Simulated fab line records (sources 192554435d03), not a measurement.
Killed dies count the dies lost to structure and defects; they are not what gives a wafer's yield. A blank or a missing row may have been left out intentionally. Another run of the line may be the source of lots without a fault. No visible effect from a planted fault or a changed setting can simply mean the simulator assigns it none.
Matching of chambers -- flow n5Finfet -- 4 sister chambers for N5_BEOL_M2_ALD_84 on aldMetal-04
The step deposits TaN, pulse time 2 s, purge time 3 s, co reactant purge time 2 s. 7 wafers are shown with their chamber, then 7 later ones without.

== EACH WAFER AND ITS CHAMBER ==
wafer,chamber,heaterPowerW (W)
L080.4,2,409
L080.5,3,450
L086.3,1,445
L086.5,0,423
L086.6,3,440
L092.1,0,416
L092.2,2,402

== WAFERS WITH NO CHAMBER GIVEN ==
wafer,heaterPowerW (W)
L092.5,399
L095.4,410
L095.5,430
L095.6,443
L097.3,451
L097.4,401
L097.5,433

== THE CHAMBER EACH PASSED THROUGH ==
wafer,from the rows above,in truth
L092.5,2,2
L095.4,can't be placed: 2 or 0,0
L095.5,can't be placed: 0 or 1 or 3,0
L095.6,can't be placed: 1 or 3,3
L097.3,can't be placed: 1 or 3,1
L097.4,2,2
L097.5,can't be placed: 1 or 3 or 0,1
2 of 7 placed correctly. Unplaceable from these rows: 5, with the true chamber sitting among the candidates in 5. 0 placed wrongly.
How it was worked out, from the rows above alone: a wafer's distance from a chamber is the root of the sum, over the readings, of the square of ((its reading less the chamber's mean) divided by the reading's scatter). The wafer belongs to the nearest chamber; if the next one is less than 2 further off, it can't be placed. The mean given for a chamber averages the wafers shown for that chamber. How the scatter is found: for the shown wafers, subtract from each reading the mean of its chamber, square and add these, divide the total by (wafers less chambers), then take the root.
